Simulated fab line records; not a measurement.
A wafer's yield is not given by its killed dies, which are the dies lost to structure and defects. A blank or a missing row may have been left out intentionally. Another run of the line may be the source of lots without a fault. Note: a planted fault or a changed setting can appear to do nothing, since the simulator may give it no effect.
Split-lot trial | flow n5Finfet | on a route of 1938 steps: 7 lots, 39 wafers read

ABOUT THE SPLIT
At N5_BEOL_M7_CVD_78 (deposits Co from CCTBA/H2, target thk 2 nm, time 142.3 s), the setting targetThkA was moved away from the recipe's 20 angstrom on 12 of the 39 wafers read, by -31.1% to +42.8%. This setting was run at the recipe's value on the other wafers.

The reading comes from the split's own step.

THE READING
Co_of_BEOL_M7_CVD_78.thkNm (the simulator's own value, which no gauge read), in nm, at N5_BEOL_M7_CVD_78 (deposits Co from CCTBA/H2, target thk 2 nm, time 142.3 s). There is no usual value for it anywhere in the file. Average 2.0 nm, standard deviation 0.1 nm, over the 27 wafers here run with the recipe.

wafer  | tool, chamber at the split | targetThkA as run, angstrom | against the recipe | Co_of_BEOL_M7_CVD_78.thkNm, nm | against lot-mates on the recipe
L077.1 | cvdCo-01, 0                | 20                          | recipe             | 1.8                            | -
L077.2 | cvdCo-01, 2,1,2,0,1        | 20                          | recipe             | 2                              | -
L077.3 | cvdCo-01, 2,1,2,0,1        | 20                          | recipe             | 2                              | -
L077.4 | cvdCo-01, 2,1,2,0,1        | 20                          | recipe             | 2                              | -
L077.5 | cvdCo-01, 2,1,2,0,1        | 20                          | recipe             | 2                              | -
L077.6 | cvdCo-01, 2,1,2,0,1        | 20                          | recipe             | 2                              | -
L078.1 | cvdCo-01, 2                | 13.99                       | -30.0%             | 1.4                            | -0.5
L078.2 | cvdCo-01, 0,1              | 13.99                       | -30.0%             | 1.2                            | -0.7
L078.3 | cvdCo-01, 0,1              | 13.99                       | -30.0%             | 1.2                            | -0.7
L078.4 | cvdCo-01, 0,2              | 20                          | recipe             | 2                              | -
L078.5 | cvdCo-01, 0,2              | 20                          | recipe             | 2                              | -
L078.6 | cvdCo-01, 1                | 20                          | recipe             | 1.8                            | -
L083.1 | cvdCo-01, 2,0,2,0,1        | 20                          | recipe             | 2                              | -
L083.2 | cvdCo-01, 2,0,2,0,1        | 20                          | recipe             | 2                              | -
L083.4 | cvdCo-01, 2,0,2,0,1        | 20                          | recipe             | 2                              | -
L083.5 | cvdCo-01, 2,0,2,0,1        | 20                          | recipe             | 2                              | -
L083.6 | cvdCo-01, 2,0,2,0,1        | 20                          | recipe             | 2                              | -
L083.3 | cvdCo-01, 1                | 20                          | recipe             | 1.8                            | -
L086.1 | cvdCo-01, 2                | 20                          | recipe             | 1.8                            | -
L086.3 | cvdCo-01, 2                | 20                          | recipe             | 2                              | -
L086.6 | cvdCo-01, 2                | 20                          | recipe             | 2                              | -
L093.1 | cvdCo-01, 2,1,2            | 20                          | recipe             | 2.2                            | -
L093.2 | cvdCo-01, 2,1,2            | 20                          | recipe             | 2.2                            | -
L093.6 | cvdCo-01, 2,1,2            | 20                          | recipe             | 2.2                            | -
L093.3 | cvdCo-01, 1                | 27.45                       | +37.3%             | 2.8                            | +0.6
L093.5 | cvdCo-01, 1                | 27.45                       | +37.3%             | 2.8                            | +0.6
L093.4 | cvdCo-01, 2                | 27.45                       | +37.3%             | 3                              | +0.8
L094.1 | cvdCo-02, 2,1,0            | 28.56                       | +42.8%             | 2.8                            | +0.8
L094.2 | cvdCo-02, 2,1,0            | 28.56                       | +42.8%             | 2.8                            | +0.8
L094.3 | cvdCo-02, 2,1,0            | 28.56                       | +42.8%             | 2.8                            | +0.8
L094.4 | cvdCo-02, 0,1,2            | 20                          | recipe             | 2                              | -
L094.5 | cvdCo-02, 0,1,2            | 20                          | recipe             | 2                              | -
L094.6 | cvdCo-02, 0,1,2            | 20                          | recipe             | 2                              | -
L097.1 | cvdCo-01, 1,0,2            | 20                          | recipe             | 2                              | -
L097.4 | cvdCo-01, 1,0,2            | 20                          | recipe             | 2                              | -
L097.5 | cvdCo-01, 1,0,2            | 20                          | recipe             | 2                              | -
L097.2 | cvdCo-01, 0                | 13.78                       | -31.1%             | 1.2                            | -0.8
L097.3 | cvdCo-01, 2                | 13.78                       | -31.1%             | 1.6                            | -0.4
L097.6 | cvdCo-01, 1                | 13.78                       | -31.1%             | 1.4                            | -0.6
Where a row lists several chambers, the file gives one row for several wafers and doesn't say which wafer went through which chamber.

FIT RESULTS
A straight line over all 39 wafers: Co_of_BEOL_M7_CVD_78.thkNm changes by +0.0211 nm for each +1% of targetThkA; r = +0.96; the points scatter about the line by 0.12 nm.
The same after taking each lot's own level away (the mean of its wafers on the recipe; 39 wafers): +0.0193 nm for each +1%; r = +0.98; scatter 0.087 nm.
According to that fit, moving targetThkA by its largest amount changes the reading by 0.82 nm.
Measured against the standard deviation above, the lots' own levels, which go from 1.93 to 2.20 nm, span 2.6 times it.
So the lot-to-lot level changes the slope little: the two slopes agree.
Check: with one of the wafers moved furthest among these (+42.8%) left out of the fit, the line predicts +0.813 nm for it against its lot-mates. Against them it came out at +0.8 nm.

OTHER SPLITS ON THESE WAFERS
Other splits were also applied to these wafers ahead of the reading. Each is held against what the fit with the lots' levels taken away leaves over:
other split on the same wafers         | wafers away from the commonest value | r with Co_of_BEOL_M7_CVD_78.thkNm (lot level and that fit taken away)
N5_FIN_SAQP_DESCUM_21 timeS            | 15                                   | -0.24
N5_SDB_ALD_29 aldCycles                | 12                                   | -0.07
N5_MOL_CONTACT_COAG_CVD_140 targetThkA | 15                                   | +0.08
N5_BEOL_M1_HM_DEP_02 targetThkA        | 15                                   | -0.19
N5_BEOL_M3_ILD_DEP_00 targetThkA       | 9                                    | -0.12

THE FILE'S OWN FIT
Co_of_BEOL_M7_CVD_78.thkNm changes by +0.0192 nm for each +1% of targetThkA, r = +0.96.
